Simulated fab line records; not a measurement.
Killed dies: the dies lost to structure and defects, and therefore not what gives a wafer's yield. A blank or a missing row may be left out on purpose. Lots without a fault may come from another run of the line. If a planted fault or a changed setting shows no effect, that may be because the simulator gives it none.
fab line records | flow nand_harc
record lots=13 | wafers=39 | last_day=24
route steps=1159 shown A_M0@1017 A_BONDPAD@1072 END@1159
lots with no fault: from the same line, run without faults
start_h: hours from the record's first day to the start of the lot's first wafer shown | wait_h: time in hours since the lot's previous step | " the same as in the row above | L1.1+2: a row that stands for several wafers | - either no value or no given start | * or withheld: withheld | < > ~ a bound
route shown NAME@n: names a module that has steps shown in the file, with the first one's number in the route | usual: the fault-free wafers' mean and standard deviation | same: alike in all rows | chamber/n: place in a boat | sites: the reading at each site | _std_site: how widely they spread, as a standard deviation | _edge_site: the outer-site mean with the inner-site mean subtracted | radius_mm: how far each site lies from the wafer's centre | mask NAME#n: copy n | behind: tool/chamber where the wafer was last shaped | hold: why the lot was held/for how many hours/how that ended | device: transistor that didn't switch, given as n, p or np | end of line: tests of these same wafers at the route's end | step lacking rows: just its recipe | killed: dies lost to structure and defects at the first sort, not the wafer's yield | map: dies across one wafer; x = killed, . = not, _ = none there
set.NAME: the setting as run; set.NAME@STEP: as run at that earlier step | model.NAME: the simulator's own value behind a step, which no gauge read
steps of the route over a sample of lots; a table a step, a row a wafer
services: from which hour (start_h, from the record's first day; less than 0 if before it) a tool's chamber was out of use, for how many hours, and why
## steps
# step NHARC_A_M0_ECD_22
# recipe target_thk_a=4000 | bath_temp_c=25 | material=Cu
# usual bath_heat_duty_pct=6.3/0.62 | bath_temp_c=25.00/0.12
lot.wafer | tool      | chamber | start_h | wait_h | bath_heat_duty_pct | bath_temp_c
L689.2    | ecd_cu-01 | 0       | 405.73  | -      | 7.1                | 25.02
L689.3    | "         | 1       | "       | "      | 5.9                | 25.15
L689.4    | "         | 0       | "       | "      | 6.8                | 24.83
L687.3    | ecd_cu-01 | 1       | 407.58  | -      | 7.0                | 24.81
L687.5    | "         | 0       | "       | "      | 6.3                | 25.05
L687.6    | "         | 1       | "       | "      | 7.0                | 24.86
L686.4    | ecd_cu-02 | 0       | 410.56  | -      | 6.6                | 25.11
L686.3    | "         | 1       | "       | "      | 6.9                | 25.17
L686.6    | "         | 0       | "       | "      | 7.3                | 25.07
L688.1    | ecd_cu-01 | 0       | 414.23  | -      | 5.8                | 25.09
L688.2    | "         | 1       | "       | "      | 7.1                | 25.07
L688.5    | "         | 0       | "       | "      | 6.5                | 25.09
L696.1    | ecd_cu-02 | 1       | 450.85  | -      | 5.9                | 25.10
L696.4    | "         | 1       | "       | "      | 5.5                | 24.96
L696.5    | "         | 1       | "       | "      | 5.4                | 25.06
L694.1    | ecd_cu-02 | 1       | 453.50  | -      | 5.2                | 24.97
L694.3    | "         | 1       | "       | "      | 5.7                | 25.01
L694.6    | "         | 1       | "       | "      | 5.8                | 25.14
L693.1    | ecd_cu-02 | 0       | 458.74  | -      | 6.8                | 25.09
L693.3    | "         | 0       | "       | "      | 6.6                | 25.05
L693.6    | "         | 0       | "       | "      | 6.6                | 25.00
L695.2    | ecd_cu-02 | 1       | 462.15  | -      | 5.8                | 25.07
L695.4    | "         | 1       | "       | "      | 5.8                | 25.08
L695.6    | "         | 1       | "       | "      | 6.2                | 25.13
L698.1    | ecd_cu-02 | 1       | 471.39  | -      | 5.8                | 24.99
L698.3    | "         | 0       | "       | "      | 6.9                | 24.91
L698.5    | "         | 0       | "       | "      | 6.8                | 24.98
L699.3    | ecd_cu-02 | 0       | 475.36  | -      | 5.5                | 25.13
L699.6    | "         | 1       | "       | "      | 5.3                | 24.87
L699.5    | "         | 0       | "       | "      | 7.0                | 24.94
L702.2    | ecd_cu-02 | 0       | 494.13  | -      | 7.0                | 24.95
L702.1    | "         | 1       | "       | "      | 5.7                | 25.04
L702.6    | "         | 0       | "       | "      | 6.3                | 25.11
L703.2    | ecd_cu-02 | 0       | 501.91  | -      | 5.5                | 25.13
L703.3    | "         | 0       | "       | "      | 6.1                | 24.79
L703.4    | "         | 1       | "       | "      | 4.9                | 25.00
L704.4    | ecd_cu-02 | 0       | 520.33  | -      | 6.9                | 25.01
L704.6    | "         | 1       | "       | "      | 5.8                | 24.87
L704.5    | "         | 0       | "       | "      | 5.7                | 25.09
# step NHARC_A_BONDPAD_CD_MEAS_09
# recipe target_cd_nm=500 | landing_energy_ev=500
# usual cd_nm=499.4/2.3
lot.wafer | tool      | chamber | start_h | wait_h | cd_nm
L689.2    | cd_sem-03 | 0       | 413.18  | -      | 495.1
L689.3    | "         | 0       | "       | "      | 495.7
L689.4    | "         | 0       | "       | "      | 494.9
L687.3    | cd_sem-03 | 0       | 414.95  | -      | 503.3
L687.5    | "         | 0       | "       | "      | 496.9
L687.6    | "         | 0       | "       | "      | 500.8
L686.3    | cd_sem-02 | 0       | 417.84  | -      | 498.4
L686.4    | "         | 0       | "       | "      | 500.5
L686.6    | "         | 0       | "       | "      | 494.9
L688.1    | cd_sem-02 | 0       | 421.59  | -      | 497.4
L688.2    | "         | 0       | "       | "      | 498.2
L688.5    | "         | 0       | "       | "      | 499.3
L696.1    | cd_sem-01 | 0       | 458.65  | -      | 497.7
L696.4    | "         | 0       | "       | "      | 498.5
L696.5    | "         | 0       | "       | "      | 500.7
L694.1    | cd_sem-01 | 0       | 460.74  | -      | 499.7
L694.3    | "         | 0       | "       | "      | 503.1
L694.6    | "         | 0       | "       | "      | 500.5
L693.1    | cd_sem-02 | 0       | 466.07  | -      | 497.1
L693.3    | "         | 0       | "       | "      | 496.5
L693.6    | "         | 0       | "       | "      | 499.4
L695.2    | cd_sem-01 | 0       | 469.34  | -      | 499.2
L695.4    | "         | 0       | "       | "      | 500.1
L695.6    | "         | 0       | "       | "      | 496.7
L698.1    | cd_sem-03 | 0       | 478.81  | -      | 497.9
L698.3    | "         | 0       | "       | "      | 500.7
L698.5    | "         | 0       | "       | "      | 501.3
L699.3    | cd_sem-02 | 0       | 485.70  | -      | 500.9
L699.5    | "         | 0       | "       | "      | 499.5
L699.6    | "         | 0       | "       | "      | 499.9
L702.1    | cd_sem-02 | 0       | 502.23  | -      | 501.7
L702.2    | "         | 0       | "       | "      | 501.8
L702.6    | "         | 0       | "       | "      | 500.9
L703.2    | cd_sem-03 | 0       | 509.55  | -      | 498.7
L703.3    | "         | 0       | "       | "      | 495.1
L703.4    | "         | 0       | "       | "      | 497.7
L704.4    | cd_sem-02 | 0       | 530.08  | -      | 499.1
L704.5    | "         | 0       | "       | "      | 503.7
L704.6    | "         | 0       | "       | "      | 503.1
# step NHARC_A_BONDPAD_OVL_MEAS_35
# usual overlay_x_nm=0/5.9 | overlay_y_nm=1/5
lot.wafer | tool       | chamber | start_h | wait_h | overlay_x_nm | overlay_y_nm
L689.2    | overlay-01 | -       | 413.26  | -      | 1            | 0
L689.3    | "          | -       | "       | "      | 1            | 0
L689.4    | "          | -       | "       | "      | 2            | 0
L687.3    | overlay-02 | -       | 415.03  | -      | 3            | 8
L687.5    | "          | -       | "       | "      | 4            | 8
L687.6    | "          | -       | "       | "      | 3            | 7
L686.3    | overlay-02 | -       | 417.94  | -      | -7           | 4
L686.4    | "          | -       | "       | "      | -7           | 4
L686.6    | "          | -       | "       | "      | -7           | 4
L688.1    | overlay-02 | -       | 421.68  | -      | -2           | -3
L688.2    | "          | -       | "       | "      | -2           | -3
L688.5    | "          | -       | "       | "      | -2           | -3
L696.1    | overlay-01 | -       | 458.74  | -      | -2           | -1
L696.4    | "          | -       | "       | "      | -2           | -1
L696.5    | "          | -       | "       | "      | -2           | -1
L694.1    | overlay-02 | -       | 460.83  | -      | -5           | 1
L694.3    | "          | -       | "       | "      | -5           | 2
L694.6    | "          | -       | "       | "      | -5           | 1
L693.1    | overlay-01 | -       | 466.15  | -      | 1            | -5
L693.3    | "          | -       | "       | "      | 1            | -5
L693.6    | "          | -       | "       | "      | 0            | -5
L695.2    | overlay-01 | -       | 469.43  | -      | 0            | -1
L695.4    | "          | -       | "       | "      | 0            | -1
L695.6    | "          | -       | "       | "      | -1           | -1
L698.1    | overlay-02 | -       | 478.90  | -      | 8            | 3
L698.3    | "          | -       | "       | "      | 9            | 3
L698.5    | "          | -       | "       | "      | 8            | 3
L699.3    | overlay-02 | -       | 485.78  | -      | -8           | -6
L699.5    | "          | -       | "       | "      | -8           | -6
L699.6    | "          | -       | "       | "      | -7           | -6
L702.1    | overlay-02 | -       | 502.31  | -      | 2            | 4
L702.2    | "          | -       | "       | "      | 2            | 5
L702.6    | "          | -       | "       | "      | 2            | 4
L703.2    | overlay-01 | -       | 509.64  | -      | -5           | 3
L703.3    | "          | -       | "       | "      | -4           | 3
L703.4    | "          | -       | "       | "      | -4           | 3
L704.4    | overlay-01 | -       | 530.16  | -      | -11          | 8
L704.5    | "          | -       | "       | "      | -12          | 8
L704.6    | "          | -       | "       | "      | -11          | 8
# step NHARC_A_BONDPAD_CMP_19
# recipe t_overpolish_s=30 | cu_recess_touch_s=16 | target_thk_nm=169.8
# usual motor_current_A=12.2/1.4 | overpolish_run_s=30.000/0.0095
lot.wafer | tool   | chamber | start_h | wait_h | motor_current_A | overpolish_run_s
L689.2    | cmp-03 | 2       | 415.72  | -      | 12.3            | 29.993
L689.3    | "      | 3       | "       | "      | 12.7            | 29.995
L689.4    | "      | 1       | "       | "      | 12.3            | 29.994
L687.3    | cmp-02 | 3       | 417.26  | -      | 11.3            | 29.995
L687.6    | "      | 2       | "       | "      | 12.2            | 30.014
L687.5    | "      | 3       | "       | "      | 11.6            | 29.988
L686.3    | cmp-04 | 0       | 420.21  | -      | 12.3            | 29.994
L686.4    | "      | 1       | "       | "      | 13.1            | 29.989
L686.6    | "      | 3       | "       | "      | 12.6            | 30.006
L688.1    | cmp-03 | 1       | 423.88  | -      | 11.5            | 29.989
L688.2    | "      | 2       | "       | "      | 11.5            | 30.006
L688.5    | "      | 2       | "       | "      | 12.0            | 30.011
L696.1    | cmp-02 | 0       | 461.25  | -      | 11.3            | 29.978
L696.4    | "      | 1       | "       | "      | 12.2            | 30.002
L696.5    | "      | 2       | "       | "      | 11.9            | 30.015
L694.3    | cmp-04 | 2       | 463.01  | -      | 9.2             | 29.992
L694.1    | "      | 3       | "       | "      | 12.6            | 30.014
L694.6    | "      | 2       | "       | "      | 8.9             | 29.995
L693.1    | cmp-04 | 1       | 468.38  | -      | 14.6            | 29.986
L693.3    | "      | 2       | "       | "      | 9.4             | 30.009
L693.6    | "      | 3       | "       | "      | 12.2            | 29.998
L695.2    | cmp-04 | 1       | 471.92  | -      | 13.8            | 30.012
L695.4    | "      | 2       | "       | "      | 9.2             | 30.000
L695.6    | "      | 0       | "       | "      | 11.6            | 30.006
L698.1    | cmp-02 | 1       | 481.26  | -      | 12.1            | 30.002
L698.3    | "      | 0       | "       | "      | 11.0            | 29.986
L698.5    | "      | 1       | "       | "      | 11.7            | 30.000
L699.3    | cmp-04 | 3       | 487.99  | -      | 12.9            | 29.998
L699.6    | "      | 2       | "       | "      | 10.0            | 29.990
L699.5    | "      | 3       | "       | "      | 13.0            | 30.007
L702.1    | cmp-04 | 1       | 504.49  | -      | 13.2            | 29.998
L702.2    | "      | 2       | "       | "      | 9.6             | 30.010
L702.6    | "      | 1       | "       | "      | 13.0            | 30.002
L703.3    | cmp-03 | 0       | 511.78  | -      | 14.6            | 29.997
L703.4    | "      | 1       | "       | "      | 11.4            | 29.988
L703.2    | "      | 3       | "       | "      | 12.5            | 29.998
L704.4    | cmp-03 | 2       | 532.64  | -      | 12.5            | 30.021
L704.5    | "      | 2       | "       | "      | 12.4            | 30.006
L704.6    | "      | 3       | "       | "      | 12.5            | 30.010
# step NHARC_END_SORT_01
# recipe temp_c=25
# usual killed_at_array=27/10 | killed_at_other=0.6/0.96 | killed_at_periphery=3.4/2.7 | killed_dies=31/10 | killed_open=2.9/1.8 | killed_short=1.8/1.4
# same gross_dies=677
lot.wafer | tool      | chamber | start_h | wait_h | killed_at_array | killed_at_other | killed_at_periphery | killed_dies | killed_open | killed_short
L688.1    | prober-02 | 0       | 472.70  | 2.5    | 467             | 3               | 6                   | 476         | 1           | 4
L688.2    | prober-02 | 0       | 473.49  | 2.8    | 484             | 0               | 3                   | 487         | 0           | 1
L688.5    | prober-02 | 0       | 475.87  | 3.7    | 487             | 0               | 3                   | 490         | 0           | 2
# killed by level:class
L688.1 A_M0:unspecified=452 A_CONTACT:chamber_film_flake=6 A_SLIT:chamber_film_flake=4 P_M0:geometric_particle:short=2 STARTING-WAFER:geometric_particle:short=2 P_STI:chamber_film_flake=2 A_CHANNEL_FILL_D1:chamber_film_flake=2 A_CONTACT:geometric_particle:open=1
L688.2 A_M0:unspecified=472 A_SLIT:chamber_film_flake=5 A_CHANNEL_FILL_D1:chamber_film_flake=3 P_GATE:chamber_film_flake=2 A_STAIRCASE:chamber_film_flake=2 A_CHANNEL_FILL_D1:geometric_particle:short=1 P_ZERO_WELL:chamber_film_flake=1 A_CHANNEL_HOLE_D1:chamber_film_flake=1
L688.5 A_M0:unspecified=475 A_SLIT:chamber_film_flake=6 A_CONTACT:chamber_film_flake=4 A_CHANNEL_HOLE_D1:chamber_film_flake=2 P_GATE:geometric_particle:short=1 P_M0:geometric_particle:short=1 P_STI:chamber_film_flake=1
## services
tool      | chamber | start_h | hours | kind
cmp-03    | -       | 384.04  | 1.6   | repair
cmp-02    | -       | 391.04  | 3.0   | repair
cmp-04    | -       | 399.31  | 4.0   | pm
cmp-04    | -       | 403.31  | -     | consumable_replace:conditioner
cmp-04    | -       | 403.31  | -     | consumable_replace:pad
cmp-02    | -       | 422.50  | 4.0   | pm
cmp-02    | -       | 426.50  | -     | consumable_replace:conditioner
cmp-02    | -       | 426.50  | -     | consumable_replace:pad
cmp-03    | -       | 433.21  | 74.2  | repair
ecd_cu-01 | -       | 448.36  | 8.0   | pm
cmp-02    | -       | 468.32  | 0.9   | repair
cmp-02    | -       | 473.66  | 3.9   | repair
ecd_cu-02 | -       | 477.21  | 2.0   | repair
cmp-04    | -       | 481.20  | 1.2   | repair
cmp-04    | -       | 497.31  | 4.0   | pm
cmp-04    | -       | 501.31  | -     | consumable_replace:conditioner
cmp-04    | -       | 501.31  | -     | consumable_replace:pad
cmp-03    | -       | 507.41  | 4.0   | pm
cmp-04    | -       | 509.81  | 0.3   | repair
cmp-03    | -       | 511.41  | -     | consumable_replace:conditioner
cmp-03    | -       | 511.41  | -     | consumable_replace:pad
cmp-02    | -       | 520.50  | 4.0   | pm
cmp-03    | -       | 521.67  | 2.1   | repair
ecd_cu-02 | -       | 532.48  | 8.0   | pm
## key
first_sign step=NHARC_END_SORT_01 | reading=killed_dies | direction=up | sigmas=45 | usual=31 | struck=484
effect step=NHARC_END_SORT_01 | reading=killed_at_array | direction=up | sigmas=45 | usual=27 | struck=479
more_kills_born_at NHARC_A_M0_ECD_22@ecd_cu-01=1399
met_at NHARC_A_M0_ECD_22
struck_lots L688
tester_left_out L688
not_acting_at NHARC_A_BONDPAD_CD_MEAS_09,NHARC_A_BONDPAD_OVL_MEAS_35,NHARC_A_BONDPAD_CMP_19
onset_between 407.58 414.23
earlier_fault kind=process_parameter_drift | tool=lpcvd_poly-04 | chamber=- | onset_h=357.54 | steps=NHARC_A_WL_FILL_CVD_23 | channel=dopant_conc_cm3 | offset=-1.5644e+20 | shape=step | acts_in=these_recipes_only | stated=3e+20
fault kind=chamber_particle_source | tool=ecd_cu-01 | chamber=- | onset_h=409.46 | steps=NHARC_A_M0_ECD_22 | rate_per_visit_cm2=1.3745
# tester_left_out: of these lots the tester's yield and bins aren't shown, on N5 and GAA mostly nor the transistor test; their killed dies are dies lost to structure and defects alone, not to doping, threshold or leakage, so they don't give the yield
